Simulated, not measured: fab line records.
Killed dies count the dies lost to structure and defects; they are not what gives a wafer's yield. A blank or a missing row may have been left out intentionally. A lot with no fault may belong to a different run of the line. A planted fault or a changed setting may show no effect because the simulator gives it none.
Comparing a struck lot with a sound one	flow n5-finfet	14 out of 1938 route steps
Sound: wafers L813.2, L813.3, L813.6. Wafers struck: L812.1, L812.2, L812.6. The cause comes at the end.
At each step with rows: each side's tool, then ch and its chambers, then its first start. Under that, the readings that differ: sound wafers	struck wafers	difference of the means	sigmas: that difference in standard deviations of wafers without a fault.
alike: readings whose means differ by less than 2 such deviations, and words and numbers that are the same on both sides. not compared: withheld readings, readings that some wafer has no value for, bounds like >300 that may hide the same value, and numbers for which the record gives no deviation and whose values overlap.
A row with sigmas, a row that says differs or no value, or rows on one side alone: a step with any of these is where the two part. Numbers that don't overlap but have no deviation are shown without sigmas and don't part them. Lack of a reading on every wafer of one side parts them only where that side has two or more wafers.

N5_BEOL_M5_INSPECT_58: inspects for defects (darkfield).
  sound: defect-inspect-01 at day 11 02:32; struck: defect-inspect-01 at day 11 02:47
  alike: raw-defect-count
N5_BEOL_M6_ILD_DEP_00: deposits SiCOH lowk from DEMS/porogen, target thk 179.75 nm, time 33.4 s.
  sound on pecvd-01 ch 1,2, day 11 02:34; struck on pecvd-01 ch 0,1, day 11 02:50
  alike: heater-power-w, showerhead-plenum-p-Torr, susceptor-temp-C, throttle-valve-pct
N5_BEOL_M6_CURE_74: cures SiCOH lowk, time 240 s.
  sound on uv-cure-02 ch 1, day 11 02:47; struck on uv-cure-03 ch 0, day 11 02:53
  alike: lamp-power-pct, wafer_temp_C_max
N5_BEOL_M6_THK_MEAS_01:
  sound: film-metro-01 at day 11 03:37; struck: film-metro-01 at day 11 03:25
  alike: M6_ILD_THK
N5_BEOL_M6_PECVD_70: deposits SiO2 from TEOS/O2, target thk 20 nm, time 22.7 s.
  sound on pecvd-04 ch 0,1,2, day 11 03:40; struck on pecvd-01 ch 0,1, day 11 03:26
  alike: heater-power-w, showerhead-plenum-p-Torr, susceptor-temp-C, throttle-valve-pct
N5_BEOL_M6_HM_DEP_02: deposits TiN, target thk 20 nm.
  sound: pvd-sputter-01 at day 11 05:04; struck: pvd-sputter-01 at day 11 04:58
  alike: susceptor-temp-C, throttle-valve-pct
then, 6 steps without rows for these wafers: N5_BEOL_M6_COAT_59 (time 60 s, resist thk 100 nm); N5_BEOL_M6_COAT_60 (time 60 s, resist thk 35 nm); N5_BEOL_M6_COAT_05 (resist thk 90 nm); N5_BEOL_M6_EBR_07; N5_BEOL_M6_SOFTBAKE_06 (time 60 s); N5_BEOL_M6_EXPOSE_08 (exposes mask M6).
N5_BEOL_M6_PEB_09: peb time 60 s.
  sound on litho-track-02 ch 0, day 11 05:34; struck on litho-track-04, day 11 05:24
  no value came back on the struck wafers for chill-plate-temp-C (C), exhaust-pa (Pa); on the sound wafers chill-plate-temp-C (C) reads 23.06 23.06 23.03
then, 1 step without rows for these wafers: N5_BEOL_M6_DEVELOP_10 (develop time 30 s).

== WHERE THEY PART ==
N5_BEOL_M6_PEB_09 only, going by this record.

WHY: what the simulator had put in
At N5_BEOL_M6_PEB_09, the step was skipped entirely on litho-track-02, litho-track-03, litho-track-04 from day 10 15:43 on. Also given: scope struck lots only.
